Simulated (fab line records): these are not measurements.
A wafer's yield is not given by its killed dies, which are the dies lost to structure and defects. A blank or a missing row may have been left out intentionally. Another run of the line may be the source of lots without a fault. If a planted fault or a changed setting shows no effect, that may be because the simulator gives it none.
A lot that was struck, set against a sound lot	flow n5_finfet	16 steps out of a route of 1938
Sound: the wafers L179.2, L179.3, L179.4. Struck: wafer L190.1 (L190.5, L190.6, from the same lot, were not struck and are left out); the cause is given at the end.
Each step with rows lists, per side, the tool, then ch with its chambers, then its first start. Under that, the readings that differ: sound wafers	struck wafers	difference of the means	sigmas: that difference in standard deviations of wafers without a fault.
alike: words and numbers the same on both sides, and readings whose means are apart by under 2 such deviations; not compared: readings that were withheld, readings missing a value for some wafer, numbers with overlapping values and no deviation given by the record, and bounds like >300 which may hide the same value.
Wherever a step has rows on one side only, a row that says differs or no value, or a row with sigmas, the two part there. Numbers that have no deviation but don't overlap get no sigmas and don't part them. Lack of a reading on every wafer of one side parts them only where that side has two or more wafers.

N5_MOL_CONTACT_COAG_ETCH_106: etches SOC in N2/H2, target depth 80 nm, overetch 16 nm, time 120 s.
  sound on rie_diel-03 ch 0,2,3, day 6 03:25; struck on rie_diel-02 ch 1, day 9 00:29
reading	sound	struck	difference	sigmas
oes_product_au (a.u.)	0.60 0.65 0.60	0.80	+0.18	+2
rf_hours_counter_h (h)	241 192 233	31	-191	
  alike: chamber_pressure_mTorr, drypump_motor_current_A, rf_vpp_V, showerhead_plenum_p_Torr, throttle_valve_pct
then, 2 steps without rows for these wafers: N5_MOL_CONTACT_COAG_STRIP_107 (strips in N2/H2); N5_MOL_CONTACT_COAG_STRIP_108 (strips in N2/H2).
N5_MOL_CONTACT_COAG_CONTACT_ETCH_14: etches SiO2 in C4F6/O2, target depth 27.5 nm, overetch 8.5 nm, time 20 s.
  sound on rie_diel-03 ch 0,2,3, day 6 03:31; struck on rie_diel-02 ch 1, day 9 00:35
reading	sound	struck	difference	sigmas
oes_product_au (a.u.)	0.57 0.62 0.58	0.76	+0.17	+2
rf_hours_counter_h (h)	241 192 233	31	-191	
  alike: O2_flow_sccm, chamber_pressure_mTorr, drypump_motor_current_A, rf_vpp_V, showerhead_plenum_p_Torr, throttle_valve_pct
then, 3 steps without rows for these wafers: N5_MOL_CONTACT_COAG_STRIP_109 (strips in C4F6/O2); N5_MOL_CONTACT_COAG_ETCH_15 (etches SiNx in CH3F/O2, stops on Si:P, target depth 7 nm); N5_MOL_CONTACT_COAG_ETCH_110 (etches Si in CF4/O2, target depth 2.5 nm, time 8 s).
N5_MOL_CONTACT_COAG_STRIP_98: strips in N2/H2.
  sound on rie_diel-03 ch 0,2,3, day 6 03:40; struck on rie_diel-02 ch 1, day 9 00:44
reading	sound	struck	difference	sigmas
oes_product_au (a.u.)	0.67 0.71 0.67	0.88	+0.20	+2
rf_hours_counter_h (h)	241 192 233	31	-191	
  alike: chamber_pressure_mTorr, drypump_motor_current_A, rf_vpp_V, showerhead_plenum_p_Torr, throttle_valve_pct
N5_MOL_CONTACT_COAG_CD_MEAS_99 targets a cd of 17.2 nm.
  sound: cd_sem-01 at day 6 03:44; struck: cd_sem-01 at day 9 00:49
  alike: cd_nm
then, 2 steps without rows for these wafers: N5_MOL_CONTACT_COAG_IMPLANT_129; N5_MOL_CONTACT_COAG_PRECLEAN_111 (cleans in NF3:NH3, afs cycles 1, time 20 s, sublimation time 60 s).
N5_MOL_CONTACT_COAG_TI_SIL_19: material Ti, target thk 4.2 nm, time 15 s.
  sound: pvd_sputter-01 at day 6 04:23; struck: pvd_sputter-01 at day 9 01:32
  alike: throttle_valve_pct
N5_MOL_CONTACT_COAG_ALD_20: deposits TiN, target thk 1.5 nm, pulse time 1 s, purge time 3 s.
  sound on ald_metal-04 ch 0,2,3, day 6 04:30; struck on ald_metal-04 ch 3, day 9 01:40
reading	sound	struck	difference	sigmas
co_reactant_pulse_time_s (s)	2 2 2	2.5675	+0.5675	
  alike: heater_power_w, precursor_pulse_height_rel
N5_MOL_CONTACT_COAG_SIL_ANNEAL_21: time 60 s.
  sound on rtp_anneal-02 ch 0, day 6 04:57; struck on rtp_anneal-01 ch 0, day 9 02:05
reading	sound	struck	difference	sigmas
wafer_temp_C_max	551.7 552.3 552.9	551.3	-1.0	-2
  alike: lamp_power_pct
-- here the record skips 6 days between the struck wafers' starts before and after, leaving off in module MOL_CONTACT_COAG and picking up in module BEOL_M4 (first step shown: number 1111 of the route) --
N5_BEOL_M4_RC_MEAS_101:
  sound on prober-02 ch 0, day 13 10:43; struck on prober-01 ch 0, day 15 06:20
  alike: DIBL_N, DIBL_P, IOFF_N, IOFF_P, ION_N, ION_P, SS_N, SS_P, VT_N, VT_P
N5_PASSIVATION_PROBE_49:
  sound wafers here have rows in the record (prober-01, day 17 22:36); struck ones have none

WHERE THEY PART
At N5_MOL_CONTACT_COAG_ETCH_106 first; at N5_PASSIVATION_PROBE_49 last (within this record only).

WHY: whatever the simulator had introduced
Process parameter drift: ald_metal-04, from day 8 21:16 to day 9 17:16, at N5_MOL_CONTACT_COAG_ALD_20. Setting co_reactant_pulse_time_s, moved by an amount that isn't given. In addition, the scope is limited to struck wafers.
